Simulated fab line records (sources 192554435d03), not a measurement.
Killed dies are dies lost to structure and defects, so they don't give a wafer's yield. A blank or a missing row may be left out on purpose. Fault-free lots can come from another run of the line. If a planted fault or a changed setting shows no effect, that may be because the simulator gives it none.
Split-lot experiment	flow n5Finfet	route with 1938 steps; 7 lots, 21 wafers read

## ABOUT THE SPLIT
At N5_DUMMY_GATE_ETCH_31 (etches SiO2 in C4F6/O2, target depth 82.5 nm, time 27.5 s), the setting targetDepthA was moved away from the recipe's 825 angstrom on 5 of the 21 wafers read, by +7.3% to +10.2%. This setting was run at the recipe's value on the other wafers.

The split's own step is where the reading is taken.

## THE READING
etch.depthNm (the simulator's own value, which no gauge read), in nm, at N5_DUMMY_GATE_ETCH_31 (etches SiO2 in C4F6/O2, target depth 82.5 nm, time 27.5 s). There is no usual value for it anywhere in the file. Average 81.35 nm, standard deviation 1.4 nm, over the 16 wafers here run with the recipe.

wafer	tool, chamber at the split	targetDepthA as run, angstrom	against the recipe	etch.depthNm, nm	against lot-mates on the recipe
L079.2	rieDiel-04, 1	825	recipe	83.47	-
L079.3	rieDiel-04, 0	825	recipe	79.93	-
L079.4	rieDiel-04, 3	825	recipe	81.01	-
L081.3	rieDiel-02, 1	825	recipe	84.21	-
L081.5	rieDiel-02, 0	825	recipe	83.05	-
L081.6	rieDiel-02, 1	902	+9.3%	91.75	+8.12
L085.1	rieDiel-04, 3	825	recipe	81.12	-
L085.4	rieDiel-04, 0	825	recipe	79.76	-
L085.6	rieDiel-04, 1	825	recipe	81.89	-
L088.2	rieDiel-06, 3	909.4	+10.2%	91.69	+12.34
L088.3	rieDiel-06, 1	909.4	+10.2%	85.49	+6.14
L088.4	rieDiel-06, 2	825	recipe	79.35	-
L089.2	rieDiel-06, 2	885.5	+7.3%	85.87	+4.36
L089.5	rieDiel-06, 3	825	recipe	82.8	-
L089.6	rieDiel-06, 2	825	recipe	80.23	-
L094.2	rieDiel-02, 0	825	recipe	82.23	-
L094.3	rieDiel-02, 3	904.5	+9.6%	92.48	+11.52
L094.4	rieDiel-02, 2	825	recipe	79.7	-
L096.1	rieDiel-04, 2	825	recipe	80.32	-
L096.2	rieDiel-04, 1	825	recipe	81.81	-
L096.4	rieDiel-04, 3	825	recipe	80.65	-

FIT RESULTS
A straight line over all 21 wafers: etch.depthNm changes by +0.872 nm for each +1% of targetDepthA; r = +0.88; the points scatter about the line by 2 nm.
The same after taking each lot's own level away (the mean of its wafers on the recipe; 21 wafers): +0.924 nm for each +1%; r = +0.92; scatter 1.6 nm.
According to that fit, moving targetDepthA by its largest amount changes the reading by 9.5 nm.
The span of the lots' own levels, 79.350 to 83.630 nm, comes to 3.0 times the standard deviation stated above.
Consequently the slope shifts little with the lot-to-lot level, the two slopes agreeing.
Check: for one of the wafers moved furthest among these (+10.2%), held out of the fit, the line's prediction against its lot-mates is +8.51 nm. Against them it came out at +12.3 nm.

## ADDITIONAL SPLITS CARRIED BY THESE WAFERS
These wafers also went through other splits before the reading. Each is held against what the fit with the lots' levels taken away leaves over:
other split on the same wafers	wafers away from the commonest value	r with etch.depthNm (lot level and that fit taken away)
N5_ZERO_LAYER_PECVD_02 timeS	2	-0.49
N5_PMOS_HMC_CHANNEL_EPI_ETCH_32 biasW	5	-0.15
N5_FIN_SAQP_ETCH_52 sourceW	9	+0.08
N5_FIN_SAQP_SPACER1_ALD_24 aldCycles	7	+0.23
N5_FIN_SAQP_FIN_ETCH_36 icpW	5	-0.11
N5_FIN_CUT_COAT_19 spinRpm	4	+0.18

## FILE'S OWN FIT
etch.depthNm changes by +0.925 nm for each +1% of targetDepthA, r = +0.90.
